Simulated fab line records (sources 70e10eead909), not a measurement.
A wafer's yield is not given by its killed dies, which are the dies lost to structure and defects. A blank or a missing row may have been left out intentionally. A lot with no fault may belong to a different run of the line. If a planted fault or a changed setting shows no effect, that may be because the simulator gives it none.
Matching of chambers + flow nand_harc + rie_diel-12 running NHARC_A_STAIRCASE_DESCUM_11: 4 sister chambers
The step chemistry O2, time 3 s. 4 wafers are shown with their chamber, then 11 later ones without.

## WAFERS PAIRED WITH THEIR CHAMBERS
| wafer  | chamber | drypump_motor_current_A (A) |
|--------|---------|-----------------------------|
| L081.5 | 3       | 4.7                         |
| L086.1 | 2       | 5.5                         |
| L086.2 | 0       | 5.8                         |
| L088.2 | 1       | 6.0                         |

## WAFERS WITHOUT THEIR CHAMBER
| wafer  | drypump_motor_current_A (A) |
|--------|-----------------------------|
| L088.4 | 4.7                         |
| L088.6 | 4.7                         |
| L091.1 | 5.8                         |
| L091.3 | 4.7                         |
| L091.6 | 5.5                         |
| L094.3 | 4.7                         |
| L094.4 | 5.4                         |
| L094.6 | 5.4                         |
| L097.1 | 4.7                         |
| L097.2 | 5.4                         |
| L097.6 | 5.8                         |

## CHAMBER TAKEN BY EACH
| wafer  | from the rows above | in truth |
|--------|---------------------|----------|
| L088.4 | 3                   | 3        |
| L088.6 | 3                   | 3        |
| L091.1 | 0                   | 0        |
| L091.3 | 3                   | 3        |
| L091.6 | 2                   | 2        |
| L094.3 | 3                   | 3        |
| L094.4 | 2                   | 2        |
| L094.6 | 2                   | 2        |
| L097.1 | 3                   | 3        |
| L097.2 | 2                   | 2        |
| L097.6 | 0                   | 0        |
Correctly placed: 11 of 11. Left unplaced by these rows: 0. Placed wrongly: 0.
How it was worked out, from the rows above alone: a wafer's distance from a chamber is the root of the sum, over the readings, of the square of ((its reading less the chamber's mean) divided by the reading's scatter). The wafer belongs to the nearest chamber; if the next one is less than 2 further off, it can't be placed. For every chamber, the mean is computed from those of its wafers that are shown. The scatter: with one shown wafer a chamber, the root of the mean of the squares of how far each hidden wafer lies from its nearest shown one.
